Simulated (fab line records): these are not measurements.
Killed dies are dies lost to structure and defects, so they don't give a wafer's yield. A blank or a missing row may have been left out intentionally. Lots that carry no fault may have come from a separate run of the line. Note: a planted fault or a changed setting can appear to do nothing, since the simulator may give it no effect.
What tool caused it? | flow n5 finfet | 12 lots, 36 wafers sampled, at 4 steps of a route of 1938

== WHAT EACH GAUGE READ, for each wafer ==
N5_DUMMY_GATE_INSPECT_27: inspects for defects (brightfield).
lot  | measured    | on                | raw defect count
L075 | day 3 06:28 | defect inspect-02 | 246 266 258
L077 | day 3 18:52 | defect inspect-02 | 278 289 282
L079 | day 4 05:32 | defect inspect-02 | 282 287 297
L081 | day 5 02:26 | defect inspect-01 | 268 317 356
L083 | day 5 09:54 | defect inspect-01 | 468 286 381
L085 | day 5 19:19 | defect inspect-02 | 227 177 162
L087 | day 6 04:24 | defect inspect-01 | 228 268 335
L089 | day 6 16:40 | defect inspect-02 | 212 342 260
L091 | day 7 06:35 | defect inspect-02 | 267 222 291
L093 | day 7 19:28 | defect inspect-02 | 306 263 325
L095 | day 8 04:35 | defect inspect-01 | 278 338 344
L097 | day 8 19:09 | defect inspect-02 | 297 339 347

== TOOL THAT RAN EACH LOT (tool first, then ch and the chambers of the sampled wafers, then the start) ==
lot  | N5_STI_FIN_REVEAL_OXIDATION_33      | N5_DUMMY_GATE_ETCH_37             | N5_DUMMY_GATE_ETCH_42
L075 | plasma asher-02 ch 0,1, day 2 19:49 | rie diel-02 ch 0,2,3, day 3 05:14 | rie diel-06 ch 1,2, day 3 06:14
L077 | plasma asher-02 ch 0,1, day 3 08:43 | rie diel-05 ch 1,2, day 3 17:52   | rie diel-06 ch 0,1,2, day 3 18:38
L079 | plasma asher-01 ch 0,1, day 3 19:14 | rie diel-05 ch 0,1, day 4 04:32   | rie diel-05 ch 0,1, day 4 05:19
L081 | plasma asher-02 ch 0,1, day 4 13:53 | rie diel-02 ch 0,1,2, day 5 01:08 | rie diel-05 ch 0,1, day 5 02:12
L083 | plasma asher-01 ch 0, day 4 20:31   | rie diel-05 ch 0,2,3, day 5 08:53 | rie diel-05 ch 2,3, day 5 09:40
L085 | plasma asher-01 ch 0,1, day 5 09:16 | rie diel-02 ch 0,1, day 5 18:19   | rie diel-06 ch 0,2,3, day 5 19:07
L087 | plasma asher-02 ch 0,1, day 5 18:21 | rie diel-02 ch 0,3, day 6 03:23   | rie diel-06 ch 1,2, day 6 04:10
L089 | plasma asher-01 ch 0,1, day 6 06:28 | rie diel-02 ch 2,3, day 6 15:40   | rie diel-02 ch 0,3, day 6 16:26
L091 | plasma asher-01 ch 0,1, day 6 20:17 | rie diel-05 ch 2,3, day 7 05:26   | rie diel-02 ch 0,2, day 7 06:21
L093 | plasma asher-02 ch 0,1, day 7 08:43 | rie diel-05 ch 1,2,3, day 7 18:13 | rie diel-06 ch 0,2,3, day 7 19:14
L095 | plasma asher-02 ch 0,1, day 7 18:22 | rie diel-05 ch 1,2,3, day 8 03:32 | rie diel-02 ch 2,3, day 8 04:22
L097 | plasma asher-02 ch 0,1, day 8 06:44 | rie diel-06 ch 0,1,3, day 8 17:55 | rie diel-06 ch 1,2,3, day 8 18:55
- N5_STI_FIN_REVEAL_OXIDATION_33: chemistry O2 PLASMA REMOTE, time 20 s.
- N5_DUMMY_GATE_ETCH_37: etches SOC in N2/H2, target depth 60 nm, overetch 30 nm.
- N5_DUMMY_GATE_ETCH_42: etches SiO2 in CHF3/O2, target depth 3.5 nm, time 31 s.

== THE ANSWER, worked out from the rows above alone ==
Rule: usual is defined by the lots themselves. Put in order of their means at a reading, lots are off if they are a third of the lots or fewer, leave a main group of 4 or more, and stand apart from it by a gap of 3 or more times the standard deviation of the main group's means; of several such gaps the widest counts. A main group is skipped when, at the precision printed for the reading in the tables above, its means are all equal. A lot without any number at a reading at which 4 lots or more have one is off too. Any other lot the step has rows for is counted as sound.
No lot is off on any of the readings shown, so nothing can be concluded from this.

== WHAT WAS PUT IN BY THE SIMULATOR ==
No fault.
